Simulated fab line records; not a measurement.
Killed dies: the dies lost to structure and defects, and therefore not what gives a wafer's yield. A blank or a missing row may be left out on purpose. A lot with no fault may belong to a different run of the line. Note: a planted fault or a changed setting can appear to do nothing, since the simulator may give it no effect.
fab line records || flow n5Finfet
[record] {"lots": 7, "wafers": 21}
route steps=1938 shown BEOL_M15@1802 PASSIVATION@1901
startH: start of the lot's first displayed wafer, in hours after the record's first day || waitH: hours from the lot's prior step to this one || " same as the row above || L1.1+2: several wafers, shown together as one row || - no value present, or no start provided || * or withheld: withheld || < > ~ a bound
route shown NAME@n: NAME is a module with steps in the file, n the number in the route of the first one || usual: the fault-free wafers' mean and standard deviation || same: alike in all rows || chamber/n: place in a boat || sites: each site's reading || _std_site: standard deviation of those values || _edge_site: outer sites' mean less inner sites' || radiusMm: for every site, how far away it sits from the centre of the wafer || mask NAME#n: copy n || behind: the last tool/chamber to shape the wafer || hold: the reason the lot was held/the length of the hold in hours/how it ended || device: names the non-switching transistor (n, p or np) || end of line: the tests these same wafers got at the end of their route || where a step has no rows: the recipe by itself || killed: count of dies lost to structure and defects at first sort (not the wafer's yield) || map: per-die view of a wafer (x killed, . not killed, _ where there is no die)
set.NAME: the run value of the setting; set.NAME@STEP: its run value at that earlier step || model.NAME: the simulator's own value behind a step, which no gauge read
lots run with intentionally changed settings; tables by step, rows by wafer
[[steps]]
[step N5_BEOL_M15_DEVELOP_27]
[recipe] {"developTimeS": 45, "rinseLiquid": "diw", "dry": "airSpin", "devTempC": 21}
{"lot.wafer": "L074.1+4+5", "tool": "lithoTrack-04", "chamber": 0, "startH": "-", "waitH": "-", "set.developTimeS": 36.75}
{"lot.wafer": "L084.1+2", "tool": "lithoTrack-03", "chamber": 0, "startH": "-", "waitH": "-", "set.developTimeS": 45}
{"lot.wafer": "L084.5", "tool": "lithoTrack-03", "chamber": 0, "startH": "-", "waitH": "-", "set.developTimeS": 47.58}
{"lot.wafer": "L087.3+5+6", "tool": "lithoTrack-04", "chamber": 0, "startH": "-", "waitH": "-", "set.developTimeS": 45}
{"lot.wafer": "L086.2+5+6", "tool": "lithoTrack-02", "chamber": 0, "startH": "-", "waitH": "-", "set.developTimeS": 45}
{"lot.wafer": "L089.2+4+6", "tool": "lithoTrack-02", "chamber": 0, "startH": "-", "waitH": "-", "set.developTimeS": 45}
{"lot.wafer": "L093.1+2", "tool": "lithoTrack-03", "chamber": 0, "startH": "-", "waitH": "-", "set.developTimeS": 45}
{"lot.wafer": "L093.4", "tool": "lithoTrack-03", "chamber": 0, "startH": "-", "waitH": "-", "set.developTimeS": 41.19}
{"lot.wafer": "L094.3+5", "tool": "lithoTrack-02", "chamber": 0, "startH": "-", "waitH": "-", "set.developTimeS": 52.76}
{"lot.wafer": "L094.4", "tool": "lithoTrack-02", "chamber": 0, "startH": "-", "waitH": "-", "set.developTimeS": 45}
[step N5_BEOL_M15_HARDBAKE_32]
[recipe] {"tempC": 130, "timeS": 120}
[step N5_BEOL_M15_CD_MEAS_28]
[recipe] {"targetCdNm": 407.6, "landingEnergyEv": 500, "detector": "seInlens"}
[usual] {"cdNm": "407.5/1.7"}
{"lot.wafer": "L074.1", "tool": "cdSem-01", "chamber": 0, "startH": 272.85, "waitH": "-", "set.doseMj@BEOL_M15_EXPOSE_25": 35.5, "cdNm": 404.9}
{"lot.wafer": "L074.4", "tool": "cdSem-01", "chamber": 0, "startH": 272.85, "waitH": "-", "set.doseMj@BEOL_M15_EXPOSE_25": 35.5, "cdNm": 404.8}
{"lot.wafer": "L074.5", "tool": "cdSem-01", "chamber": 0, "startH": 272.85, "waitH": "-", "set.doseMj@BEOL_M15_EXPOSE_25": 37.55, "cdNm": 413.8}
{"lot.wafer": "L084.1", "tool": "cdSem-02", "chamber": 0, "startH": 324.61, "waitH": "-", "set.doseMj@BEOL_M15_EXPOSE_25": 35.5, "cdNm": 405.9}
{"lot.wafer": "L084.2", "tool": "cdSem-02", "chamber": 0, "startH": 324.61, "waitH": "-", "set.doseMj@BEOL_M15_EXPOSE_25": 37.27, "cdNm": 416.1}
{"lot.wafer": "L084.5", "tool": "cdSem-02", "chamber": 0, "startH": 324.61, "waitH": "-", "set.doseMj@BEOL_M15_EXPOSE_25": 35.5, "cdNm": 408.4}
{"lot.wafer": "L087.3", "tool": "cdSem-01", "chamber": 0, "startH": 333.20, "waitH": "-", "set.doseMj@BEOL_M15_EXPOSE_25": 35.5, "cdNm": 407.5}
{"lot.wafer": "L087.5", "tool": "cdSem-01", "chamber": 0, "startH": 333.20, "waitH": "-", "set.doseMj@BEOL_M15_EXPOSE_25": 37.24, "cdNm": 413.0}
{"lot.wafer": "L087.6", "tool": "cdSem-01", "chamber": 0, "startH": 333.20, "waitH": "-", "set.doseMj@BEOL_M15_EXPOSE_25": 37.24, "cdNm": 413.6}
{"lot.wafer": "L086.2", "tool": "cdSem-03", "chamber": 0, "startH": 341.81, "waitH": "-", "set.doseMj@BEOL_M15_EXPOSE_25": 32.99, "cdNm": 397.1}
{"lot.wafer": "L086.5", "tool": "cdSem-03", "chamber": 0, "startH": 341.81, "waitH": "-", "set.doseMj@BEOL_M15_EXPOSE_25": 35.5, "cdNm": 409.5}
{"lot.wafer": "L086.6", "tool": "cdSem-03", "chamber": 0, "startH": 341.81, "waitH": "-", "set.doseMj@BEOL_M15_EXPOSE_25": 35.5, "cdNm": 407.7}
{"lot.wafer": "L089.2", "tool": "cdSem-02", "chamber": 0, "startH": 345.28, "waitH": "-", "set.doseMj@BEOL_M15_EXPOSE_25": 35.5, "cdNm": 407.4}
{"lot.wafer": "L089.4", "tool": "cdSem-02", "chamber": 0, "startH": 345.28, "waitH": "-", "set.doseMj@BEOL_M15_EXPOSE_25": 35.5, "cdNm": 406.1}
{"lot.wafer": "L089.6", "tool": "cdSem-02", "chamber": 0, "startH": 345.28, "waitH": "-", "set.doseMj@BEOL_M15_EXPOSE_25": 35.5, "cdNm": 407.1}
{"lot.wafer": "L093.1", "tool": "cdSem-01", "chamber": 0, "startH": 381.14, "waitH": "-", "set.doseMj@BEOL_M15_EXPOSE_25": 36.4, "cdNm": 413.1}
{"lot.wafer": "L093.2", "tool": "cdSem-01", "chamber": 0, "startH": 381.14, "waitH": "-", "set.doseMj@BEOL_M15_EXPOSE_25": 36.4, "cdNm": 412.8}
{"lot.wafer": "L093.4", "tool": "cdSem-01", "chamber": 0, "startH": 381.14, "waitH": "-", "set.doseMj@BEOL_M15_EXPOSE_25": 35.5, "cdNm": 408.2}
{"lot.wafer": "L094.3", "tool": "cdSem-01", "chamber": 0, "startH": 381.65, "waitH": "-", "set.doseMj@BEOL_M15_EXPOSE_25": 35.5, "cdNm": 408.6}
{"lot.wafer": "L094.4", "tool": "cdSem-01", "chamber": 0, "startH": 381.65, "waitH": "-", "set.doseMj@BEOL_M15_EXPOSE_25": 35.5, "cdNm": 409.6}
{"lot.wafer": "L094.5", "tool": "cdSem-01", "chamber": 0, "startH": 381.65, "waitH": "-", "set.doseMj@BEOL_M15_EXPOSE_25": 35.5, "cdNm": 411.3}
[step N5_BEOL_M15_DESCUM_33]
[recipe] {"chemistry": "O2", "timeS": 7.9, "sourcePowerW": 50, "biasPowerW": 20, "pressureMtorr": 20, "rfFrequencyHz": 2.712e+07, "tempC": 40, "o2FlowSccm": 225}
{"lot.wafer": "L074.1", "tool": "rieDiel-02", "chamber": 2, "startH": 274.21, "waitH": 1.3, "set.doseMj@BEOL_M15_EXPOSE_25": 35.5, "model.BEOL_M15.cdNm": 405}
{"lot.wafer": "L074.4", "tool": "rieDiel-02", "chamber": 3, "startH": 274.21, "waitH": 1.3, "set.doseMj@BEOL_M15_EXPOSE_25": 35.5, "model.BEOL_M15.cdNm": 404.8}
{"lot.wafer": "L074.5", "tool": "rieDiel-02", "chamber": 1, "startH": 274.21, "waitH": 1.3, "set.doseMj@BEOL_M15_EXPOSE_25": 37.55, "model.BEOL_M15.cdNm": 413.8}
{"lot.wafer": "L084.1", "tool": "rieDiel-04", "chamber": 1, "startH": 324.70, "waitH": 0.0, "set.doseMj@BEOL_M15_EXPOSE_25": 35.5, "model.BEOL_M15.cdNm": 406.2}
{"lot.wafer": "L084.2", "tool": "rieDiel-04", "chamber": 3, "startH": 324.70, "waitH": 0.0, "set.doseMj@BEOL_M15_EXPOSE_25": 37.27, "model.BEOL_M15.cdNm": 416.2}
{"lot.wafer": "L084.5", "tool": "rieDiel-04", "chamber": 1, "startH": 324.70, "waitH": 0.0, "set.doseMj@BEOL_M15_EXPOSE_25": 35.5, "model.BEOL_M15.cdNm": 408.4}
{"lot.wafer": "L087.3", "tool": "rieDiel-06", "chamber": 3, "startH": 333.73, "waitH": 0.5, "set.doseMj@BEOL_M15_EXPOSE_25": 35.5, "model.BEOL_M15.cdNm": 407.6}
{"lot.wafer": "L087.5", "tool": "rieDiel-06", "chamber": 2, "startH": 333.73, "waitH": 0.5, "set.doseMj@BEOL_M15_EXPOSE_25": 37.24, "model.BEOL_M15.cdNm": 412.6}
{"lot.wafer": "L087.6", "tool": "rieDiel-06", "chamber": 1, "startH": 333.73, "waitH": 0.5, "set.doseMj@BEOL_M15_EXPOSE_25": 37.24, "model.BEOL_M15.cdNm": 414}
{"lot.wafer": "L086.2", "tool": "rieDiel-02", "chamber": 0, "startH": 342.09, "waitH": 0.2, "set.doseMj@BEOL_M15_EXPOSE_25": 32.99, "model.BEOL_M15.cdNm": 397.6}
{"lot.wafer": "L086.5", "tool": "rieDiel-02", "chamber": 1, "startH": 342.09, "waitH": 0.2, "set.doseMj@BEOL_M15_EXPOSE_25": 35.5, "model.BEOL_M15.cdNm": 409.2}
{"lot.wafer": "L086.6", "tool": "rieDiel-02", "chamber": 2, "startH": 342.09, "waitH": 0.2, "set.doseMj@BEOL_M15_EXPOSE_25": 35.5, "model.BEOL_M15.cdNm": 408}
{"lot.wafer": "L089.2", "tool": "rieDiel-02", "chamber": 2, "startH": 345.36, "waitH": 0.0, "set.doseMj@BEOL_M15_EXPOSE_25": 35.5, "model.BEOL_M15.cdNm": 407.4}
{"lot.wafer": "L089.4", "tool": "rieDiel-02", "chamber": 1, "startH": 345.36, "waitH": 0.0, "set.doseMj@BEOL_M15_EXPOSE_25": 35.5, "model.BEOL_M15.cdNm": 406}
{"lot.wafer": "L089.6", "tool": "rieDiel-02", "chamber": 3, "startH": 345.36, "waitH": 0.0, "set.doseMj@BEOL_M15_EXPOSE_25": 35.5, "model.BEOL_M15.cdNm": 406.8}
{"lot.wafer": "L093.1", "tool": "rieDiel-04", "chamber": 3, "startH": 381.46, "waitH": 0.3, "set.doseMj@BEOL_M15_EXPOSE_25": 36.4, "model.BEOL_M15.cdNm": 413}
{"lot.wafer": "L093.2", "tool": "rieDiel-04", "chamber": 1, "startH": 381.46, "waitH": 0.3, "set.doseMj@BEOL_M15_EXPOSE_25": 36.4, "model.BEOL_M15.cdNm": 412.6}
{"lot.wafer": "L093.4", "tool": "rieDiel-04", "chamber": 2, "startH": 381.46, "waitH": 0.3, "set.doseMj@BEOL_M15_EXPOSE_25": 35.5, "model.BEOL_M15.cdNm": 408.4}
{"lot.wafer": "L094.3", "tool": "rieDiel-02", "chamber": 3, "startH": 381.74, "waitH": 0.0, "set.doseMj@BEOL_M15_EXPOSE_25": 35.5, "model.BEOL_M15.cdNm": 408.6}
{"lot.wafer": "L094.4", "tool": "rieDiel-02", "chamber": 0, "startH": 381.74, "waitH": 0.0, "set.doseMj@BEOL_M15_EXPOSE_25": 35.5, "model.BEOL_M15.cdNm": 409.2}
{"lot.wafer": "L094.5", "tool": "rieDiel-02", "chamber": 0, "startH": 381.74, "waitH": 0.0, "set.doseMj@BEOL_M15_EXPOSE_25": 35.5, "model.BEOL_M15.cdNm": 411.4}
[step N5_BEOL_M15_ETCH_61]
[recipe] {"chemistry": "N2/H2", "target": "BARC", "targetDepthA": 890, "overetchA": 267, "timeS": 67.9, "ionEnergyEv": 200, "pressureMtorr": 30, "sourceW": 840, "biasW": 150, "n2FlowSccm": 200, "h2FlowSccm": 200}
{"lot.wafer": "L074.1", "tool": "rieDiel-02", "chamber": 2, "startH": 274.24, "waitH": 0.0, "set.doseMj@BEOL_M15_EXPOSE_25": 35.5, "model.BEOL_M15.cdNm": 397.8}
{"lot.wafer": "L074.4", "tool": "rieDiel-02", "chamber": 3, "startH": 274.24, "waitH": 0.0, "set.doseMj@BEOL_M15_EXPOSE_25": 35.5, "model.BEOL_M15.cdNm": 398.2}
{"lot.wafer": "L074.5", "tool": "rieDiel-02", "chamber": 1, "startH": 274.24, "waitH": 0.0, "set.doseMj@BEOL_M15_EXPOSE_25": 37.55, "model.BEOL_M15.cdNm": 406.6}
{"lot.wafer": "L084.1", "tool": "rieDiel-04", "chamber": 1, "startH": 324.73, "waitH": 0.0, "set.doseMj@BEOL_M15_EXPOSE_25": 35.5, "model.BEOL_M15.cdNm": 398.2}
{"lot.wafer": "L084.2", "tool": "rieDiel-04", "chamber": 3, "startH": 324.73, "waitH": 0.0, "set.doseMj@BEOL_M15_EXPOSE_25": 37.27, "model.BEOL_M15.cdNm": 409}
{"lot.wafer": "L084.5", "tool": "rieDiel-04", "chamber": 1, "startH": 324.73, "waitH": 0.0, "set.doseMj@BEOL_M15_EXPOSE_25": 35.5, "model.BEOL_M15.cdNm": 400.6}
{"lot.wafer": "L087.3", "tool": "rieDiel-06", "chamber": 3, "startH": 333.77, "waitH": 0.0, "set.doseMj@BEOL_M15_EXPOSE_25": 35.5, "model.BEOL_M15.cdNm": 399.8}
{"lot.wafer": "L087.5", "tool": "rieDiel-06", "chamber": 2, "startH": 333.77, "waitH": 0.0, "set.doseMj@BEOL_M15_EXPOSE_25": 37.24, "model.BEOL_M15.cdNm": 404.4}
{"lot.wafer": "L087.6", "tool": "rieDiel-06", "chamber": 1, "startH": 333.77, "waitH": 0.0, "set.doseMj@BEOL_M15_EXPOSE_25": 37.24, "model.BEOL_M15.cdNm": 405.6}
{"lot.wafer": "L086.2", "tool": "rieDiel-02", "chamber": 0, "startH": 342.12, "waitH": 0.0, "set.doseMj@BEOL_M15_EXPOSE_25": 32.99, "model.BEOL_M15.cdNm": 389}
{"lot.wafer": "L086.5", "tool": "rieDiel-02", "chamber": 1, "startH": 342.12, "waitH": 0.0, "set.doseMj@BEOL_M15_EXPOSE_25": 35.5, "model.BEOL_M15.cdNm": 401.2}
{"lot.wafer": "L086.6", "tool": "rieDiel-02", "chamber": 2, "startH": 342.12, "waitH": 0.0, "set.doseMj@BEOL_M15_EXPOSE_25": 35.5, "model.BEOL_M15.cdNm": 400.6}
{"lot.wafer": "L089.2", "tool": "rieDiel-02", "chamber": 2, "startH": 345.40, "waitH": 0.0, "set.doseMj@BEOL_M15_EXPOSE_25": 35.5, "model.BEOL_M15.cdNm": 400.6}
{"lot.wafer": "L089.4", "tool": "rieDiel-02", "chamber": 1, "startH": 345.40, "waitH": 0.0, "set.doseMj@BEOL_M15_EXPOSE_25": 35.5, "model.BEOL_M15.cdNm": 399.4}
{"lot.wafer": "L089.6", "tool": "rieDiel-02", "chamber": 3, "startH": 345.40, "waitH": 0.0, "set.doseMj@BEOL_M15_EXPOSE_25": 35.5, "model.BEOL_M15.cdNm": 400.2}
{"lot.wafer": "L093.1", "tool": "rieDiel-04", "chamber": 3, "startH": 381.50, "waitH": 0.0, "set.doseMj@BEOL_M15_EXPOSE_25": 36.4, "model.BEOL_M15.cdNm": 405.8}
{"lot.wafer": "L093.2", "tool": "rieDiel-04", "chamber": 1, "startH": 381.50, "waitH": 0.0, "set.doseMj@BEOL_M15_EXPOSE_25": 36.4, "model.BEOL_M15.cdNm": 405.2}
{"lot.wafer": "L093.4", "tool": "rieDiel-04", "chamber": 2, "startH": 381.50, "waitH": 0.0, "set.doseMj@BEOL_M15_EXPOSE_25": 35.5, "model.BEOL_M15.cdNm": 401.6}
{"lot.wafer": "L094.3", "tool": "rieDiel-02", "chamber": 3, "startH": 381.77, "waitH": 0.0, "set.doseMj@BEOL_M15_EXPOSE_25": 35.5, "model.BEOL_M15.cdNm": 400.8}
{"lot.wafer": "L094.4", "tool": "rieDiel-02", "chamber": 0, "startH": 381.77, "waitH": 0.0, "set.doseMj@BEOL_M15_EXPOSE_25": 35.5, "model.BEOL_M15.cdNm": 401}
{"lot.wafer": "L094.5", "tool": "rieDiel-02", "chamber": 0, "startH": 381.77, "waitH": 0.0, "set.doseMj@BEOL_M15_EXPOSE_25": 35.5, "model.BEOL_M15.cdNm": 403.2}
[step N5_PASSIVATION_EXPOSE_27]
[recipe] {"maskId": "PAD", "na": 0.55, "sourceShape": "conventional", "sigmaOuter": 0.8, "polarization": "unpolarized", "defocusNm": 0, "doseMj": 32.3}
{"lot.wafer": "L074.1+5", "tool": "krfScanner-01", "chamber": 0, "startH": 286.04, "waitH": "-", "mask": "PAD#0", "set.doseMj": 32.3}
{"lot.wafer": "L074.4", "tool": "krfScanner-01", "chamber": 0, "startH": 286.04, "waitH": "-", "mask": "PAD#0", "set.doseMj": 34.43}
{"lot.wafer": "L084.1+5", "tool": "krfScanner-01", "chamber": 0, "startH": 334.64, "waitH": "-", "mask": "PAD#0", "set.doseMj": 34.45}
{"lot.wafer": "L084.2", "tool": "krfScanner-01", "chamber": 0, "startH": 334.64, "waitH": "-", "mask": "PAD#0", "set.doseMj": 32.3}
{"lot.wafer": "L087.3+5+6", "tool": "krfScanner-01", "chamber": 0, "startH": 350.58, "waitH": "-", "mask": "PAD#0", "set.doseMj": 32.3}
{"lot.wafer": "L086.2+6", "tool": "krfScanner-01", "chamber": 0, "startH": 356.36, "waitH": "-", "mask": "PAD#0", "set.doseMj": 32.3}
{"lot.wafer": "L086.5", "tool": "krfScanner-01", "chamber": 0, "startH": 356.36, "waitH": "-", "mask": "PAD#0", "set.doseMj": 30.63}
{"lot.wafer": "L089.2+4+6", "tool": "krfScanner-01", "chamber": 0, "startH": 357.67, "waitH": "-", "mask": "PAD#0", "set.doseMj": 32.3}
{"lot.wafer": "L093.1+4", "tool": "krfScanner-01", "chamber": 0, "startH": 394.60, "waitH": "-", "mask": "PAD#0", "set.doseMj": 33.65}
{"lot.wafer": "L093.2", "tool": "krfScanner-01", "chamber": 0, "startH": 394.60, "waitH": "-", "mask": "PAD#0", "set.doseMj": 32.3}
{"lot.wafer": "L094.3+5", "tool": "krfScanner-01", "chamber": 0, "startH": 396.04, "waitH": "-", "mask": "PAD#0", "set.doseMj": 32.3}
{"lot.wafer": "L094.4", "tool": "krfScanner-01", "chamber": 0, "startH": 396.04, "waitH": "-", "mask": "PAD#0", "set.doseMj": 34.24}
[step N5_PASSIVATION_DEVELOP_29]
[recipe] {"developTimeS": 60, "rinseLiquid": "diw", "dry": "airSpin", "devTempC": 21}
{"lot.wafer": "L074.1+4", "tool": "lithoTrack-03", "chamber": 0, "startH": "-", "waitH": "-", "set.developTimeS": 60}
{"lot.wafer": "L074.5", "tool": "lithoTrack-03", "chamber": 0, "startH": "-", "waitH": "-", "set.developTimeS": 54.47}
{"lot.wafer": "L084.1+2", "tool": "lithoTrack-05", "chamber": 0, "startH": "-", "waitH": "-", "set.developTimeS": 65.48}
{"lot.wafer": "L084.5", "tool": "lithoTrack-05", "chamber": 0, "startH": "-", "waitH": "-", "set.developTimeS": 60}
{"lot.wafer": "L087.3+5+6", "tool": "lithoTrack-03", "chamber": 0, "startH": "-", "waitH": "-", "set.developTimeS": 60}
{"lot.wafer": "L086.2+6", "tool": "lithoTrack-01", "chamber": 0, "startH": "-", "waitH": "-", "set.developTimeS": 67.4}
{"lot.wafer": "L086.5", "tool": "lithoTrack-01", "chamber": 0, "startH": "-", "waitH": "-", "set.developTimeS": 60}
{"lot.wafer": "L089.2+4+6", "tool": "lithoTrack-05", "chamber": 0, "startH": "-", "waitH": "-", "set.developTimeS": 60}
{"lot.wafer": "L093.1", "tool": "lithoTrack-03", "chamber": 0, "startH": "-", "waitH": "-", "set.developTimeS": 60}
{"lot.wafer": "L093.2+4", "tool": "lithoTrack-03", "chamber": 0, "startH": "-", "waitH": "-", "set.developTimeS": 70.93}
{"lot.wafer": "L094.3", "tool": "lithoTrack-03", "chamber": 0, "startH": "-", "waitH": "-", "set.developTimeS": 60}
{"lot.wafer": "L094.4+5", "tool": "lithoTrack-03", "chamber": 0, "startH": "-", "waitH": "-", "set.developTimeS": 54.42}
[step N5_PASSIVATION_HARDBAKE_31]
[recipe] {"tempC": 130, "timeS": 120}
[step N5_PASSIVATION_CD_MEAS_30]
[recipe] {"targetCdNm": 4000, "landingEnergyEv": 500, "detector": "seInlens", "polarity": "opening"}
[usual] {"cdNm": "3999.4/1.2"}
{"lot.wafer": "L074.1", "tool": "cdSem-02", "chamber": 0, "startH": 286.22, "waitH": "-", "set.doseMj@PASSIVATION_EXPOSE_27": 32.3, "cdNm": 3998.8}
{"lot.wafer": "L074.4", "tool": "cdSem-02", "chamber": 0, "startH": 286.22, "waitH": "-", "set.doseMj@PASSIVATION_EXPOSE_27": 34.43, "cdNm": 4010.3}
{"lot.wafer": "L074.5", "tool": "cdSem-02", "chamber": 0, "startH": 286.22, "waitH": "-", "set.doseMj@PASSIVATION_EXPOSE_27": 32.3, "cdNm": 3999.2}
{"lot.wafer": "L084.1", "tool": "cdSem-03", "chamber": 0, "startH": 334.82, "waitH": "-", "set.doseMj@PASSIVATION_EXPOSE_27": 34.45, "cdNm": 4013.6}
{"lot.wafer": "L084.2", "tool": "cdSem-03", "chamber": 0, "startH": 334.82, "waitH": "-", "set.doseMj@PASSIVATION_EXPOSE_27": 32.3, "cdNm": 4001.4}
{"lot.wafer": "L084.5", "tool": "cdSem-03", "chamber": 0, "startH": 334.82, "waitH": "-", "set.doseMj@PASSIVATION_EXPOSE_27": 34.45, "cdNm": 4011.6}
{"lot.wafer": "L087.3", "tool": "cdSem-02", "chamber": 0, "startH": 350.74, "waitH": "-", "set.doseMj@PASSIVATION_EXPOSE_27": 32.3, "cdNm": 3999.3}
{"lot.wafer": "L087.5", "tool": "cdSem-02", "chamber": 0, "startH": 350.74, "waitH": "-", "set.doseMj@PASSIVATION_EXPOSE_27": 32.3, "cdNm": 3997.6}
{"lot.wafer": "L087.6", "tool": "cdSem-02", "chamber": 0, "startH": 350.74, "waitH": "-", "set.doseMj@PASSIVATION_EXPOSE_27": 32.3, "cdNm": 3997.8}
{"lot.wafer": "L086.2", "tool": "cdSem-02", "chamber": 0, "startH": 356.53, "waitH": "-", "set.doseMj@PASSIVATION_EXPOSE_27": 32.3, "cdNm": 4003.7}
{"lot.wafer": "L086.5", "tool": "cdSem-02", "chamber": 0, "startH": 356.53, "waitH": "-", "set.doseMj@PASSIVATION_EXPOSE_27": 30.63, "cdNm": 3990.8}
{"lot.wafer": "L086.6", "tool": "cdSem-02", "chamber": 0, "startH": 356.53, "waitH": "-", "set.doseMj@PASSIVATION_EXPOSE_27": 32.3, "cdNm": 4001.8}
{"lot.wafer": "L089.2", "tool": "cdSem-02", "chamber": 0, "startH": 357.84, "waitH": "-", "set.doseMj@PASSIVATION_EXPOSE_27": 32.3, "cdNm": 3998.3}
{"lot.wafer": "L089.4", "tool": "cdSem-02", "chamber": 0, "startH": 357.84, "waitH": "-", "set.doseMj@PASSIVATION_EXPOSE_27": 32.3, "cdNm": 4001.2}
{"lot.wafer": "L089.6", "tool": "cdSem-02", "chamber": 0, "startH": 357.84, "waitH": "-", "set.doseMj@PASSIVATION_EXPOSE_27": 32.3, "cdNm": 3999.6}
{"lot.wafer": "L093.1", "tool": "cdSem-01", "chamber": 0, "startH": 394.78, "waitH": "-", "set.doseMj@PASSIVATION_EXPOSE_27": 33.65, "cdNm": 4007.4}
{"lot.wafer": "L093.2", "tool": "cdSem-01", "chamber": 0, "startH": 394.78, "waitH": "-", "set.doseMj@PASSIVATION_EXPOSE_27": 32.3, "cdNm": 4003.3}
{"lot.wafer": "L093.4", "tool": "cdSem-01", "chamber": 0, "startH": 394.78, "waitH": "-", "set.doseMj@PASSIVATION_EXPOSE_27": 33.65, "cdNm": 4010.7}
{"lot.wafer": "L094.3", "tool": "cdSem-03", "chamber": 0, "startH": 396.20, "waitH": "-", "set.doseMj@PASSIVATION_EXPOSE_27": 32.3, "cdNm": 3998.7}
{"lot.wafer": "L094.4", "tool": "cdSem-03", "chamber": 0, "startH": 396.20, "waitH": "-", "set.doseMj@PASSIVATION_EXPOSE_27": 34.24, "cdNm": 4009.3}
{"lot.wafer": "L094.5", "tool": "cdSem-03", "chamber": 0, "startH": 396.20, "waitH": "-", "set.doseMj@PASSIVATION_EXPOSE_27": 32.3, "cdNm": 3997.7}
[[key]]
[split] {"step": "N5_BEOL_M15_DEVELOP_27", "setting": "developTimeS", "stated": 45, "by": "wafer"}
response none clear
[split] {"step": "N5_PASSIVATION_EXPOSE_27", "setting": "doseMj", "stated": 32.3, "by": "wafer"}
[response] {"step": "N5_PASSIVATION_CD_MEAS_30", "reading": "cdNm", "change": "+1.79", "per": "1%", "r": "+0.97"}
[split] {"step": "N5_PASSIVATION_DEVELOP_29", "setting": "developTimeS", "stated": 60, "by": "wafer"}
response none clear
split outsideThisFile step=N5_BEOL_M15_EXPOSE_25 setting=doseMj
// split outsideThisFile: this setting was split too, and the file shows its column; the key of that split is in another file
